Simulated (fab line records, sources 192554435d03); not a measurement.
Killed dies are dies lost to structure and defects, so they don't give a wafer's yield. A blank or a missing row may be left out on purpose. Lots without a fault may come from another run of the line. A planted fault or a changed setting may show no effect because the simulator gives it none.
Split-lot experiment | flow n5_finfet | 7 lots, 21 wafers read, on a route of 1938 steps

THE SPLIT
At N5_BEOL_M15_SPUTTER_44 (material Ta, target thk 15 nm, time 24.19 s), the setting power_w was moved away from the recipe's 15000 W on 3 of the 21 wafers read, by +13.5% to +16.3%. The other wafers ran this setting at the recipe's value.

The reading is taken at the split's own step.

THE READING
Ta_of_BEOL_M15_SPUTTER_44.thk_nm (the simulator's own value, which no gauge read), in nm, at N5_BEOL_M15_SPUTTER_44 (material Ta, target thk 15 nm, time 24.19 s). The file gives no usual value for it. The 18 wafers here that ran the recipe average 15.0 nm, standard deviation 0.13 nm.

wafer  | tool, chamber at the split | power_w as run, W | against the recipe | Ta_of_BEOL_M15_SPUTTER_44.thk_nm, nm | against lot-mates on the recipe
L078.1 | pvd_sputter-03, -          | 15000             | recipe             | 15                                   | -
L078.2 | pvd_sputter-03, -          | 15000             | recipe             | 15                                   | -
L078.3 | pvd_sputter-03, -          | 15000             | recipe             | 15                                   | -
L079.1 | pvd_sputter-03, -          | 15000             | recipe             | 15.2                                 | -
L079.3 | pvd_sputter-03, -          | 15000             | recipe             | 15                                   | -
L079.4 | pvd_sputter-03, -          | 15000             | recipe             | 15                                   | -
L081.2 | pvd_sputter-02, -          | 15000             | recipe             | 15.2                                 | -
L081.5 | pvd_sputter-02, -          | 17440             | +16.3%             | 17.6                                 | +2.4
L081.6 | pvd_sputter-02, -          | 17440             | +16.3%             | 17.8                                 | +2.6
L085.2 | pvd_sputter-02, -          | 15000             | recipe             | 15                                   | -
L085.4 | pvd_sputter-02, -          | 15000             | recipe             | 15.2                                 | -
L085.6 | pvd_sputter-02, -          | 15000             | recipe             | 15.2                                 | -
L087.1 | pvd_sputter-02, -          | 15000             | recipe             | 15                                   | -
L087.2 | pvd_sputter-02, -          | 17030             | +13.5%             | 17.2                                 | +2.1
L087.4 | pvd_sputter-02, -          | 15000             | recipe             | 15.2                                 | -
L091.1 | pvd_sputter-03, -          | 15000             | recipe             | 14.8                                 | -
L091.2 | pvd_sputter-03, -          | 15000             | recipe             | 15.2                                 | -
L091.4 | pvd_sputter-03, -          | 15000             | recipe             | 15                                   | -
L097.1 | pvd_sputter-03, -          | 15000             | recipe             | 15                                   | -
L097.4 | pvd_sputter-03, -          | 15000             | recipe             | 15                                   | -
L097.2 | pvd_sputter-03, -          | 15000             | recipe             | 14.8                                 | -

THE FIT
A straight line over all 21 wafers: Ta_of_BEOL_M15_SPUTTER_44.thk_nm changes by +0.162 nm for each +1% of power_w; r = +0.99; the points scatter about the line by 0.13 nm.
The same after taking each lot's own level away (the mean of its wafers on the recipe; 21 wafers): +0.154 nm for each +1%; r = +0.99; scatter 0.1 nm.
On that fit, the largest move of power_w shifts the reading by 2.5 nm.
The lots' own levels span 14.93 to 15.20 nm, that is 2.1 times the standard deviation above.
So the lot-to-lot level changes the slope little: the two slopes agree.
Check: with one of the wafers moved furthest among these (+16.3%) left out of the fit, the line predicts +2.57 nm for it against its lot-mates. It came out at +2.4 nm against them.

OTHER SPLITS ON THESE WAFERS
These wafers also went through other splits before the reading. Each is held against what the fit with the lots' levels taken away leaves over:
other split on the same wafers        | wafers away from the commonest value | r with Ta_of_BEOL_M15_SPUTTER_44.thk_nm (lot level and that fit taken away)
N5_BEOL_M14_EXPOSE_07 dose_mj         | 3                                    | +0.16
N5_BEOL_M15_PEB_26 peb_temp_c         | 9                                    | -0.12
N5_BEOL_M15_DEVELOP_27 develop_time_s | 10                                   | -0.12

THE FILE'S OWN FIT
Ta_of_BEOL_M15_SPUTTER_44.thk_nm changes by +0.154 nm for each +1% of power_w, r = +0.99.
